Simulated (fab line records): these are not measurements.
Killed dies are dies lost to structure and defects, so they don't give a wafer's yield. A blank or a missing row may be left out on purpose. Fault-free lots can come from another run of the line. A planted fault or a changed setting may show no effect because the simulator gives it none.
fab line records -- flow nandHarc
record: lots: 11, wafers: 33, lastDay: 25
route steps=1159 shown A_M1@1039 A_BONDPAD@1069 END@1159
lots that met no fault: taken from a fault-free run of the same line
startH: hours from the record's opening day to when the first of the lot's shown wafers began -- waitH: hours from the lot's prior step to this one -- " repeats the value in the row above -- L1.1+2: several wafers, shown together as one row -- - either no value or no given start -- * or withheld: withheld -- < > ~ a bound
route shown NAME@n: names a module that has steps shown in the file, with the first one's number in the route -- usual: average and standard deviation across the fault-free wafers -- same: alike in all rows -- chamber/n: place in a boat -- sites: per-site readings -- _std_site: standard deviation across them -- _edge_site: inner sites' mean taken away from outer sites' mean -- radiusMm: how far each site lies from the wafer's centre -- mask NAME#n: copy n -- behind: the last tool/chamber to shape the wafer -- hold: reason for holding the lot/hours on hold/outcome of the hold -- device: names the non-switching transistor (n, p or np) -- end of line: the same wafers' tests at the end of the route -- where a step has no rows: the recipe by itself -- killed: at the first sort, the dies lost to defects and structure; wafer yield is something else -- map: a wafer's dies, x killed, . not, _ none there
set.NAME: the setting that was run; set.NAME@STEP: the one run at that earlier step -- model.NAME: the simulator's own value behind a step, which no gauge read
one table for each step of the route and one row for each wafer, over a sample of lots
services: from which hour (startH, from the record's first day; less than 0 if before it) a tool's chamber was out of use, for how many hours, and why
== steps ==
step: NHARC_A_M1_DESCUM_14
recipe: timeS: 3, o2FlowSccm: 200, arFlowSccm: 0, biasPowerW: 0, chemistry: O2
usual: drypumpMotorCurrentA: 5.7/0.51, oesProductAu: 1.001/0.0095, rfVppV: 57.9/0.93, showerheadPlenumPTorr: 1.94/0.11, throttleValvePct: 11.312/0.009
same: biasPowerW: 0
lot.wafer,tool,chamber,startH,waitH,drypumpMotorCurrentA,oesProductAu,rfHoursCounterH,rfVppV,showerheadPlenumPTorr,throttleValvePct
L208.3,rieDiel-11,1,408.44,0.1,5.6,0.997,1.9,56.9,1.78,11.308
L208.1,rieDiel-11,3,408.44,0.1,5.3,1.004,1.6,57.6,1.80,11.310
L208.6,rieDiel-11,1,408.44,0.1,5.6,0.994,-,56.7,1.78,11.304
L213.1,rieDiel-05,0,418.02,0.1,6.5,0.999,1.9,59.4,2.00,11.316
L213.4,rieDiel-05,1,418.02,0.1,4.8,1.004,2.2,58.8,2.06,11.315
L213.6,rieDiel-05,1,418.02,0.1,4.8,0.997,-,57.6,2.06,11.319
L215.4,rieDiel-07,0,445.50,0.1,5.2,0.993,2.4,56.6,1.91,11.304
L215.3,rieDiel-07,1,445.50,0.1,5.5,0.989,2.3,57.4,1.89,11.320
L215.1,rieDiel-07,2,445.50,0.1,6.4,0.998,2.6,59.7,1.96,11.325
L214.2,rieDiel-07,0,446.33,0.1,5.2,0.997,2.4,57.5,1.90,11.314
L214.4,rieDiel-07,1,446.33,0.1,5.5,0.999,2.3,58.0,1.89,11.293
L214.6,rieDiel-07,3,446.33,0.1,6.1,1.005,-,56.1,1.83,11.307
L216.4,rieDiel-05,1,469.60,0.1,4.8,1.004,3.2,60.1,2.06,11.305
L216.1,rieDiel-05,2,469.60,0.1,6.3,1.000,1.8,58.5,2.07,11.318
L216.2,rieDiel-05,0,469.60,0.1,6.5,1.004,3.0,57.5,2.00,11.322
L217.3,rieDiel-11,3,479.98,0.1,5.3,1.000,5.4,56.9,1.80,11.321
L217.1,rieDiel-11,0,479.98,0.1,5.3,1.010,6.1,58.0,2.02,11.318
L217.6,rieDiel-11,3,479.98,0.1,5.3,1.022,-,57.6,1.80,11.306
L221.2,rieDiel-07,3,482.73,0.1,6.1,0.990,5.7,56.2,1.82,11.319
L221.1,rieDiel-07,0,482.73,0.1,5.2,1.004,4.8,58.0,1.90,11.320
L221.6,rieDiel-07,3,482.73,0.1,6.1,0.997,-,58.5,1.82,11.290
L220.4,rieDiel-11,0,498.74,0.1,5.3,1.005,7.0,59.4,2.02,11.296
L220.1,rieDiel-11,1,498.74,0.1,5.6,1.008,7.1,57.3,1.78,11.299
L220.6,rieDiel-11,0,498.74,0.1,5.3,1.006,-,58.2,2.02,11.306
L222.3,rieDiel-11,0,500.19,0.1,5.3,1.000,7.2,58.3,2.02,11.305
L222.1,rieDiel-11,3,500.19,0.1,5.3,1.026,6.7,57.7,1.80,11.303
L222.5,rieDiel-11,1,500.19,0.1,5.6,1.003,-,57.1,1.78,11.330
L227.2,rieDiel-07,2,518.43,0.1,6.4,1.004,9.2,57.2,1.96,11.311
L227.3,rieDiel-07,3,518.43,0.1,6.1,1.003,9.9,57.1,1.82,11.326
L227.1,rieDiel-07,1,518.43,0.1,5.5,0.990,7.5,57.7,1.89,11.307
L229.2,rieDiel-05,2,535.40,0.1,6.3,0.999,0.2,58.8,2.06,11.318
L229.1,rieDiel-05,0,535.40,0.1,6.5,0.997,0.1,59.9,2.00,11.311
L229.6,rieDiel-05,1,535.40,0.1,4.8,1.002,-,58.7,2.06,11.307
step: NHARC_A_M1_ETCH_35
recipe: targetDepthA: 400, overetchA: 120, timeS: 43.94, ionEnergyEv: 200, n2FlowSccm: 150, h2FlowSccm: 150, arFlowSccm: 0, rfW: 400, biasW: 150, chemistry: N2/H2
usual: biasW: 150.0/0.46, drypumpMotorCurrentA: 5.7/0.5, oesProductAu: 1.000/0.01, rfVppV: 431/3.3, showerheadPlenumPTorr: 2.06/0.12, throttleValvePct: 14.171/0.0096
lot.wafer,tool,chamber,startH,waitH,biasW,drypumpMotorCurrentA,oesProductAu,rfHoursCounterH,rfVppV,showerheadPlenumPTorr,throttleValvePct
L208.3,rieDiel-11,2,408.53,0.1,150.9,6.2,1.004,1.5,434,2.15,14.172
L208.1,rieDiel-11,0,408.53,0.1,149.7,5.3,1.010,2.0,435,2.16,14.172
L208.6,rieDiel-11,1,408.53,0.1,150.0,5.6,0.991,-,427,1.89,14.168
L213.4,rieDiel-05,3,418.11,0.1,149.5,5.2,0.996,2.2,435,2.19,14.181
L213.1,rieDiel-05,1,418.11,0.1,149.9,4.8,1.004,2.2,436,2.20,14.175
L213.6,rieDiel-05,3,418.11,0.1,150.3,5.2,1.000,-,433,2.19,14.185
L215.3,rieDiel-07,1,445.58,0.1,150.1,5.5,0.986,2.3,430,2.02,14.179
L215.1,rieDiel-07,2,445.58,0.1,149.5,6.4,0.992,2.6,432,2.09,14.164
L215.4,rieDiel-07,3,445.58,0.1,149.9,6.1,1.001,2.7,428,1.94,14.160
L214.2,rieDiel-07,3,446.40,0.1,150.4,6.1,1.007,2.8,429,1.94,14.166
L214.4,rieDiel-07,1,446.40,0.1,150.3,5.5,0.996,2.3,431,2.02,14.167
L214.6,rieDiel-07,0,446.40,0.1,149.5,5.2,0.997,-,428,2.03,14.173
L216.4,rieDiel-05,3,469.69,0.1,149.9,5.2,0.993,2.9,436,2.19,14.178
L216.2,rieDiel-05,0,469.69,0.1,149.3,6.5,1.002,3.0,433,2.13,14.158
L216.1,rieDiel-05,1,469.69,0.1,150.2,4.8,1.003,3.2,435,2.20,14.173
L217.1,rieDiel-11,3,480.07,0.1,149.8,5.3,1.006,5.4,427,1.92,14.171
L217.3,rieDiel-11,0,480.07,0.1,150.3,5.3,1.003,6.1,433,2.16,14.164
L217.6,rieDiel-11,2,480.07,0.1,150.0,6.1,1.005,-,434,2.15,14.177
L221.2,rieDiel-07,3,482.82,0.1,150.2,6.1,1.001,5.7,427,1.94,14.176
L221.1,rieDiel-07,0,482.82,0.1,150.2,5.2,0.994,4.8,431,2.03,14.160
L221.6,rieDiel-07,1,482.82,0.1,150.3,5.5,0.986,-,429,2.02,14.181
L220.1,rieDiel-11,3,498.83,0.1,149.9,5.3,1.019,6.6,427,1.92,14.161
L220.4,rieDiel-11,1,498.83,0.1,149.4,5.6,1.010,7.1,427,1.89,14.182
L220.6,rieDiel-11,2,498.83,0.1,149.9,6.2,1.002,-,433,2.14,14.166
L222.1,rieDiel-11,3,500.28,0.1,150.0,5.3,1.024,6.7,427,1.91,14.175
L222.3,rieDiel-11,1,500.28,0.1,150.4,5.6,1.014,7.2,426,1.89,14.176
L222.5,rieDiel-11,3,500.28,0.1,149.9,5.3,1.009,-,427,1.91,14.177
L227.1,rieDiel-07,3,518.53,0.1,150.5,6.1,0.999,9.9,428,1.94,14.168
L227.3,rieDiel-07,0,518.53,0.1,149.6,5.1,1.000,9.7,431,2.03,14.169
L227.2,rieDiel-07,1,518.53,0.1,149.7,5.5,0.990,7.5,431,2.02,14.178
L229.2,rieDiel-05,2,535.48,0.1,150.1,6.3,1.001,0.2,435,2.21,14.165
L229.1,rieDiel-05,3,535.48,0.1,150.5,5.2,1.001,0.2,435,2.19,14.173
L229.6,rieDiel-05,2,535.48,0.1,149.6,6.3,0.991,-,435,2.21,14.187
step: NHARC_A_M1_PRE_CLEAN_30
recipe: timeS: 30, tempC: 280, gas: H2/He
usual: heaterPowerW: 402/40
lot.wafer,tool,chamber,startH,waitH,heaterPowerW
L208.3,pvdSputter-02,-,-,-,449
L208.1,pvdSputter-02,-,-,-,407
L208.6,pvdSputter-02,-,-,-,389
L213.1,pvdSputter-01,-,-,-,467
L213.4,pvdSputter-01,-,-,-,389
L213.6,pvdSputter-01,-,-,-,474
L215.4,pvdSputter-03,-,-,-,414
L215.1,pvdSputter-03,-,-,-,318
L215.3,pvdSputter-03,-,-,-,386
L214.4,pvdSputter-02,-,-,-,418
L214.2,pvdSputter-02,-,-,-,447
L214.6,pvdSputter-02,-,-,-,401
L216.4,pvdSputter-03,-,-,-,430
L216.2,pvdSputter-03,-,-,-,412
L216.1,pvdSputter-03,-,-,-,326
L217.1,pvdSputter-03,-,-,-,313
L217.3,pvdSputter-03,-,-,-,391
L217.6,pvdSputter-03,-,-,-,420
L221.2,pvdSputter-03,-,-,-,426
L221.1,pvdSputter-03,-,-,-,389
L221.6,pvdSputter-03,-,-,-,441
L220.1,pvdSputter-02,-,-,-,406
L220.4,pvdSputter-02,-,-,-,452
L220.6,pvdSputter-02,-,-,-,378
L222.1,pvdSputter-02,-,-,-,436
L222.3,pvdSputter-02,-,-,-,391
L222.5,pvdSputter-02,-,-,-,450
L227.3,pvdSputter-03,-,-,-,466
L227.1,pvdSputter-03,-,-,-,386
L227.2,pvdSputter-03,-,-,-,314
L229.1,pvdSputter-02,-,-,-,389
L229.2,pvdSputter-02,-,-,-,375
L229.6,pvdSputter-02,-,-,-,446
step: NHARC_A_BONDPAD_EXPOSE_06
recipe: na: 0.55, doseMj: 36.99, maskId: A_BPAD
usual: exposureDoseMJCm2: 36.98/0.033
lot.wafer,tool,chamber,startH,waitH,mask,exposureDoseMJCm2
L208.1,krfScanner-04,0,412.88,-,A_BPAD#0,36.94
L208.3,krfScanner-04,0,412.88,-,A_BPAD#0,36.99
L208.6,krfScanner-04,0,412.88,-,A_BPAD#0,36.94
L213.1,krfScanner-02,0,422.30,-,A_BPAD#0,36.99
L213.4,krfScanner-02,0,422.30,-,A_BPAD#0,37.02
L213.6,krfScanner-02,0,422.30,-,A_BPAD#0,36.94
L215.1,krfScanner-02,0,449.85,-,A_BPAD#0,37.04
L215.3,krfScanner-02,0,449.85,-,A_BPAD#0,37.01
L215.4,krfScanner-02,0,449.85,-,A_BPAD#0,37.02
L214.2,krfScanner-02,0,450.61,-,A_BPAD#0,37.04
L214.4,krfScanner-02,0,450.61,-,A_BPAD#0,36.97
L214.6,krfScanner-02,0,450.61,-,A_BPAD#0,36.97
L216.1,krfScanner-03,0,474.00,-,A_BPAD#0,37.04
L216.2,krfScanner-03,0,474.00,-,A_BPAD#0,36.98
L216.4,krfScanner-03,0,474.00,-,A_BPAD#0,37.06
L217.1,krfScanner-02,0,484.38,-,A_BPAD#0,36.97
L217.3,krfScanner-02,0,484.38,-,A_BPAD#0,36.98
L217.6,krfScanner-02,0,484.38,-,A_BPAD#0,36.97
L221.1,krfScanner-04,0,487.08,-,A_BPAD#0,37.04
L221.2,krfScanner-04,0,487.08,-,A_BPAD#0,36.98
L221.6,krfScanner-04,0,487.08,-,A_BPAD#0,37.01
L220.1,krfScanner-03,0,504.79,-,A_BPAD#0,36.96
L220.4,krfScanner-03,0,504.79,-,A_BPAD#0,36.95
L220.6,krfScanner-03,0,504.79,-,A_BPAD#0,36.99
L222.1,krfScanner-04,0,505.58,-,A_BPAD#0,58.14
L222.3,krfScanner-04,0,505.58,-,A_BPAD#0,58.10
L222.5,krfScanner-04,0,505.58,-,A_BPAD#0,58.08
L227.1,krfScanner-04,0,523.56,-,A_BPAD#0,54.37
L227.2,krfScanner-04,0,523.56,-,A_BPAD#0,54.37
L227.3,krfScanner-04,0,523.56,-,A_BPAD#0,54.41
L229.1,krfScanner-04,0,539.77,-,A_BPAD#0,54.39
L229.2,krfScanner-04,0,539.77,-,A_BPAD#0,54.41
L229.6,krfScanner-04,0,539.77,-,A_BPAD#0,54.42
step: NHARC_A_BONDPAD_CD_MEAS_09
recipe: targetCdNm: 500, landingEnergyEv: 500
usual: cdNm: 499.7/2
lot.wafer,tool,chamber,startH,waitH,cdNm
L208.1,cdSem-02,0,413.04,-,498.2
L208.3,cdSem-02,0,413.04,-,497.3
L208.6,cdSem-02,0,413.04,-,499.8
L213.1,cdSem-02,0,422.46,-,500.1
L213.4,cdSem-02,0,422.46,-,501.0
L213.6,cdSem-02,0,422.46,-,499.8
L215.1,cdSem-02,0,450.01,-,501.6
L215.3,cdSem-02,0,450.01,-,501.9
L215.4,cdSem-02,0,450.01,-,502.5
L214.2,cdSem-01,0,450.76,-,496.4
L214.4,cdSem-01,0,450.76,-,497.7
L214.6,cdSem-01,0,450.76,-,498.9
L216.1,cdSem-01,0,474.15,-,500.0
L216.2,cdSem-01,0,474.15,-,503.1
L216.4,cdSem-01,0,474.15,-,500.8
L217.1,cdSem-01,0,484.53,-,499.4
L217.3,cdSem-01,0,484.53,-,498.1
L217.6,cdSem-01,0,484.53,-,500.8
L221.1,cdSem-01,0,487.24,-,497.0
L221.2,cdSem-01,0,487.24,-,499.5
L221.6,cdSem-01,0,487.24,-,496.9
L220.1,cdSem-03,0,504.95,-,500.5
L220.4,cdSem-03,0,504.95,-,499.6
L220.6,cdSem-03,0,504.95,-,499.0
L222.1,cdSem-02,0,505.73,-,516.6
L222.3,cdSem-02,0,505.73,-,516.3
L222.5,cdSem-02,0,505.73,-,512.0
L227.1,cdSem-01,0,523.71,-,512.4
L227.2,cdSem-01,0,523.71,-,511.5
L227.3,cdSem-01,0,523.71,-,513.7
L229.1,cdSem-01,0,539.92,-,513.3
L229.2,cdSem-01,0,539.92,-,510.5
L229.6,cdSem-01,0,539.92,-,513.6
step: NHARC_END_SORT_01
recipe: tempC: 25
usual: defectLimitedYield: 95.6/1.6, killedAtArray: 26/11, killedAtOther: 0.4/0.78, killedAtPeriphery: 3.4/2.4, killedDies: 29/11, killedOpen: 3.1/1.9, killedShort: 1.9/1.4, sort_bin_2_pct: 1.3/0.63, sort_bin_3_pct: 0.20/0.18, sort_bin_4_pct: 2.8/1.1, sortNPass: 648/11, sortRimYieldPct: 95/3.4, sortYieldPct: 95.6/1.6
same: grossDies: 677, sort_bin_5_pct[%]: 0, sort_bin_6_pct[%]: 0, sort_bin_7_pct[%]: 0, sort_bin_8_pct[%]: 0, sortRimNGross: 106.00
lot.wafer,tool,chamber,startH,waitH,defectLimitedYield[%],killedAtArray,killedAtOther,killedAtPeriphery,killedDies,killedOpen,killedShort,sort_bin_2_pct[%],sort_bin_3_pct[%],sort_bin_4_pct[%],sortNPass,sortRimYieldPct[%],sortYieldPct[%]
L222.1,prober-01,0,575.54,2.5,93.9,37,1,3,41,5,1,2.7,0.30,3.1,636,95,93.9
L222.3,prober-01,0,577.16,3.1,95.6,28,0,2,30,2,2,1.3,0.15,3.0,647,92,95.6
L222.5,prober-01,0,578.78,3.7,93.6,40,1,2,43,2,3,1.9,0.15,4.3,634,98,93.6
L227.1,prober-02,0,594.96,6.1,95.1,28,0,5,33,3,2,1.0,0.44,3.4,644,91,95.1
killed by level:class
L222.1 A_CHANNEL_HOLE_D1:chamberFilmFlake=23 A_SLIT:chamberFilmFlake=5 A_SGD_CUT:geometricParticle:open=2 A_CHANNEL_FILL_D1:chamberFilmFlake=2 P_GATE:geometricParticle:open=1 A_ONON_D1:geometricParticle:open=1 A_CHANNEL_FILL_D1:geometricParticle:short=1 A_CHANNEL_FILL_D1:geometricParticle:open=1
L222.3 A_SLIT:chamberFilmFlake=13 A_CHANNEL_HOLE_D1:chamberFilmFlake=8 A_STAIRCASE:chamberFilmFlake=3 P_GATE:geometricParticle:open=1 P_M1:geometricParticle:short=1 A_WL_FILL:geometricParticle:short=1 A_M1:geometricParticle:open=1 A_CHANNEL_FILL_D1:chamberFilmFlake=1
L222.5 A_CHANNEL_HOLE_D1:chamberFilmFlake=20 A_SLIT:chamberFilmFlake=14 A_CHANNEL_FILL_D1:chamberFilmFlake=2 P_CONTACT:geometricParticle:short=1 A_ONON_D1:geometricParticle:short=1 A_SGD_CUT:geometricParticle:open=1 A_BLC:geometricParticle:open=1 STARTING-WAFER:geometricParticle:short=1
L227.1 A_CHANNEL_HOLE_D1:chamberFilmFlake=15 A_SLIT:chamberFilmFlake=4 A_CONTACT:chamberFilmFlake=3 P_GATE:chamberFilmFlake=2 P_M2:chamberFilmFlake=2 P_M0:geometricParticle:short=1 A_CHANNEL_FILL_D1:geometricParticle:open=1 A_WL_FILL:geometricParticle:short=1
== services ==
tool,chamber,startH,hours,kind
krfScanner-03,-,387.39,0.4,repair
pvdSputter-02,-,392.00,10.0,pm
krfScanner-02,-,393.36,1.1,repair
rieDiel-05,2,405.03,1.8,repair
rieDiel-07,-,405.20,9.0,pm
pvdSputter-01,-,408.67,0.8,repair
rieDiel-11,0,409.98,2.8,repair
krfScanner-02,-,417.14,4.9,repair
rieDiel-05,1,421.10,2.6,repair
rieDiel-05,3,430.96,18.6,repair
pvdSputter-01,-,432.53,90.5,repair
rieDiel-05,1,439.67,4.6,repair
rieDiel-07,0,451.34,10.0,repair
krfScanner-03,-,456.19,0.6,repair
rieDiel-07,-,468.73,0.9,repair
krfScanner-04,-,470.00,4.0,pm
rieDiel-07,1,484.84,18.3,repair
pvdSputter-03,-,496.82,10.0,pm
rieDiel-11,3,507.58,1.8,repair
krfScanner-04,-,508.85,9.9,repair
krfScanner-03,-,512.00,4.0,pm
rieDiel-05,-,517.60,9.0,pm
rieDiel-07,1,520.22,5.6,repair
pvdSputter-02,-,522.09,1.1,repair
== key ==
firstSign: step: NHARC_A_BONDPAD_EXPOSE_06, reading: exposureDoseMJCm2, direction: up, sigmas: 99+, usual: 36.98, struck: 55.63
effect: step: NHARC_A_BONDPAD_CD_MEAS_09, reading: cdNm, direction: up, sigmas: 6.7, usual: 499.7, struck: 513.3, through: controlLoop
metAt NHARC_A_BONDPAD_EXPOSE_06
struckLots L222,L227,L229
loopTrim: step: NHARC_A_BONDPAD_EXPOSE_06, setting: dose, lots: L227,L229
notActingAt NHARC_A_M1_DESCUM_14,NHARC_A_M1_ETCH_35,NHARC_A_M1_PRE_CLEAN_30
onsetBetween 487.08 505.58
fault: kind: processParameterDrift, tool: krfScanner-04, chamber: -, onsetH: 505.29, steps: NHARC_A_BONDPAD_EXPOSE_06, channel: doseMj, offset: 21.105, shape: step, actsIn: theseRecipesOnly, stated: 36.99
loopTrim: a control loop set the setting to another value than it would have without faults
